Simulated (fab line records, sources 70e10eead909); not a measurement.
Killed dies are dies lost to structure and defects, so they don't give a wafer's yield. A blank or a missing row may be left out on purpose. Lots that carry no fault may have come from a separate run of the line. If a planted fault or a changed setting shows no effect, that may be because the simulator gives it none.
Which tool was responsible? | flow nand_harc | 13 lots, 39 wafers sampled, at 5 steps of a route of 1159

== WHAT THE GAUGES READ, wafer by wafer ==
NHARC_HYBRID_BOND_INSPECT_06: inspects for defects (ir void). Usual: raw_defect_count 34, standard deviation 16.
lot  | measured     | on                | raw_defect_count | flag
L847 | day 18 22:49 | defect_inspect-02 | 23 15 9          |
L849 | day 18 22:51 | defect_inspect-01 | 46 32 38         |
L848 | day 18 22:51 | defect_inspect-02 | 18 13 14         |
L850 | day 19 18:49 | defect_inspect-02 | 35 25 22         |
L851 | day 19 18:49 | defect_inspect-01 | 22 25 26         |
L854 | day 20 20:52 | defect_inspect-02 | 23 15 19         |
L855 | day 20 20:52 | defect_inspect-01 | 31 49 53         |
L856 | day 20 20:53 | defect_inspect-01 | 37 28 31         |
L859 | day 21 14:09 | defect_inspect-02 | 47 51 51         |
L861 | day 23 05:22 | defect_inspect-02 | 60               |
L866 | day 23 19:24 | defect_inspect-02 | 33 39 42         |
L867 | day 24 04:20 | defect_inspect-01 | 48 37 41         |
L869 | day 24 13:09 | defect_inspect-02 | 63 57 53         |

NHARC_THIN_TSV_CD_MEAS_37. Usual: cd_nm 4999 nm, standard deviation 3.7.
lot  | measured     | on        | cd_nm (nm)     | flag
L847 | day 19 09:00 | cd_sem-01 | 4994 4995 5000 |
L849 | day 19 12:31 | cd_sem-02 | 4996 5002 4999 |
L848 | day 19 11:10 | cd_sem-02 | 5000 4991 4999 |
L850 | day 20 05:16 | cd_sem-03 | 4998 5001 4998 |
L851 | day 20 06:50 | cd_sem-02 | 4992 5000 4997 |
L854 | day 21 07:11 | cd_sem-02 | 4999 4994 4995 |
L855 | day 21 08:29 | cd_sem-01 | 4993 4998 4996 |
L856 | day 21 09:34 | cd_sem-02 | 4994 4986 4991 |
L859 | day 22 00:14 | cd_sem-03 | 5001 4996 4996 |
L861 | day 23 15:50 | cd_sem-03 | 5004           |
L866 | day 24 05:41 | cd_sem-02 | 4995 4996 5000 |
L867 | day 24 14:25 | cd_sem-02 | 4994 4997 4999 |
L869 | day 24 23:22 | cd_sem-02 | 4996 4998 4997 |

NHARC_END_SORT_01. Usual: defect_limited_yield 95.3 %, standard deviation 1.7; killed_at_array 28, standard deviation 11; killed_at_other 0.8, standard deviation 1.1; killed_at_periphery 3.3, standard deviation 2.8; killed_dies 32, standard deviation 11; killed_open 3.3, standard deviation 1.9; killed_short 1.9, standard deviation 1.4; sort_bin_2_pct 1.4 %, standard deviation 0.68; sort_bin_3_pct 0.25 %, standard deviation 0.24; sort_bin_4_pct 3.0 %, standard deviation 1.1; sort_n_pass 645, standard deviation 11; sort_rim_yield_pct 95.3 %, standard deviation 2.5; sort_yield_pct 95.3 %, standard deviation 1.7.
lot  | measured     | on        | defect_limited_yield (%) | killed_at_array | killed_at_other | killed_at_periphery | killed_dies | killed_open | killed_short | sort_bin_2_pct (%) | sort_bin_3_pct (%) | sort_bin_4_pct (%) | sort_n_pass | sort_rim_yield_pct (%) | sort_yield_pct (%) | flag
L856 | day 21 17:04 | prober-02 | 95.4 96.8 95.6           | 31 21 29        | 0 1 1           | 0 0 0               | 31 22 30    | 2 1 7       | 2 1 1        | 1.8 1.0 1.6        | 1.03 0.44 0        | 1.8 1.8 2.8        | 646 655 647 | 98.1 99.1 95.3         | 95.4 96.8 95.6     |
L861 | day 24 01:09 | prober-02 | 0 92.8 0                 | 46 49 48        | 1 0 1           | 630 0 628           | 677 49 677  | 4 1 1       | 3 1 2        | 95.1 2.8 94.2      | 0.44 0.30 1.03     | 4.4 4.1 4.7        | 0 628 0     | 0 99.1 0               | 0 92.8 0           | OFF

== WHICH TOOL RAN EACH LOT (tool, then ch and the chambers of the sampled wafers, then the start) ==
lot  | NHARC_P_M0_PVD_21            | NHARC_THIN_TSV_STRIP_45
L847 | pvd_sputter-03, day 6 06:59  | plasma_asher-01 ch 0,1, day 19 02:33
L849 | pvd_sputter-02, day 6 15:26  | plasma_asher-01 ch 0,1, day 19 06:10
L848 | pvd_sputter-01, day 6 16:04  | plasma_asher-02 ch 0,1, day 19 05:01
L850 | pvd_sputter-02, day 6 21:14  | plasma_asher-02 ch 0,1, day 19 22:39
L851 | pvd_sputter-01, day 6 21:44  | plasma_asher-02 ch 0,1, day 20 00:14
L854 | pvd_sputter-01, day 8 03:50  | plasma_asher-02 ch 0,1, day 21 00:37
L855 | pvd_sputter-02, day 8 04:31  | plasma_asher-02 ch 0,1, day 21 02:04
L856 | pvd_sputter-03, day 8 10:03  | plasma_asher-02 ch 0,1, day 21 03:14
L859 | pvd_sputter-03, day 9 05:12  | plasma_asher-02 ch 0,1, day 21 17:56
L861 | pvd_sputter-01, day 10 03:44 | plasma_asher-01 ch 1, day 23 09:07
L866 | pvd_sputter-03, day 10 17:24 | plasma_asher-02 ch 0,1, day 23 23:07
L867 | pvd_sputter-02, day 11 06:55 | plasma_asher-01 ch 0,1, day 24 08:05
L869 | pvd_sputter-02, day 11 09:10 | plasma_asher-02 ch 0,1, day 24 17:02
- NHARC_P_M0_PVD_21: deposits Cu, target thk 30 nm, time 20.49 s.
- NHARC_THIN_TSV_STRIP_45: strips in O2.

== AS READ BY THE TOOLS THEMSELVES (means over the sampled wafers that have a number; for cases with no such wafer, the mark the record gives instead) ==
NHARC_P_M0_PVD_21. Usual: throttle_valve_pct 29.9 %, standard deviation 1.1.
lot  | tool           | throttle_valve_pct (%) | flag
L847 | pvd_sputter-03 | 29.6                   |
L849 | pvd_sputter-02 | 29.4                   |
L848 | pvd_sputter-01 | 29.3                   |
L850 | pvd_sputter-02 | 29.9                   |
L851 | pvd_sputter-01 | 29.4                   |
L854 | pvd_sputter-01 | 28.8                   |
L855 | pvd_sputter-02 | 30.7                   |
L856 | pvd_sputter-03 | 29.8                   |
L859 | pvd_sputter-03 | 30.1                   |
L861 | pvd_sputter-01 | 28.8                   |
L866 | pvd_sputter-03 | 29.7                   |
L867 | pvd_sputter-02 | 29.1                   |
L869 | pvd_sputter-02 | 29.5                   |

NHARC_THIN_TSV_STRIP_45. Usual: drypump_motor_current_A 5.6 A, standard deviation 0.47; heater_power_w 333 W, standard deviation 24.
lot  | tool            | drypump_motor_current_A (A) | heater_power_w (W) | flag
L847 | plasma_asher-01 | 5.7                         | 338                |
L849 | plasma_asher-01 | 5.7                         | 335                |
L848 | plasma_asher-02 | 5.3                         | 312                |
L850 | plasma_asher-02 | 5.7                         | 331                |
L851 | plasma_asher-02 | 5.7                         | 326                |
L854 | plasma_asher-02 | 5.7                         | 329                |
L855 | plasma_asher-02 | 5.3                         | 313                |
L856 | plasma_asher-02 | 5.3                         | 313                |
L859 | plasma_asher-02 | 5.7                         | 327                |
L861 | plasma_asher-01 | 5.8                         | 343                |
L866 | plasma_asher-02 | 5.3                         | 306                |
L867 | plasma_asher-01 | 5.7                         | 349                |
L869 | plasma_asher-02 | 5.7                         | 317                |

== THE ANSWER, worked out from the rows above alone ==
Rule: a lot counts as off when the mean over its wafers that have a number is more than 3 standard deviations away from the usual mean. A lot without any number at a reading at which 4 lots or more have one is off too. Where the step has rows for the other lots, those lots are counted as sound. The gauges are gone through in route order, then the tools' own readings, and for those a lot's mean is taken as printed above. At the first step where some lot is off, the reading lying furthest off is the one used; lots without a number count as furthest.
Off: L861, at NHARC_END_SORT_01 (killed_at_periphery). Neither off nor sound, because the step has no rows for them: L847, L849, L848, L850, L851, L854, L855, L859, L866, L867, L869.
If a tool, at a process step before that reading, ran all the lots that are off and no sound lot after the first of them, it fits. Those tools and the gauges at NHARC_END_SORT_01 are tried in the same way. Can't be told from this: 3 tools fit, pvd_sputter-01 at NHARC_P_M0_PVD_21, plasma_asher-01 at NHARC_THIN_TSV_STRIP_45, prober-02 at NHARC_END_SORT_01.

== WHAT THE SIMULATOR PUT IN ==
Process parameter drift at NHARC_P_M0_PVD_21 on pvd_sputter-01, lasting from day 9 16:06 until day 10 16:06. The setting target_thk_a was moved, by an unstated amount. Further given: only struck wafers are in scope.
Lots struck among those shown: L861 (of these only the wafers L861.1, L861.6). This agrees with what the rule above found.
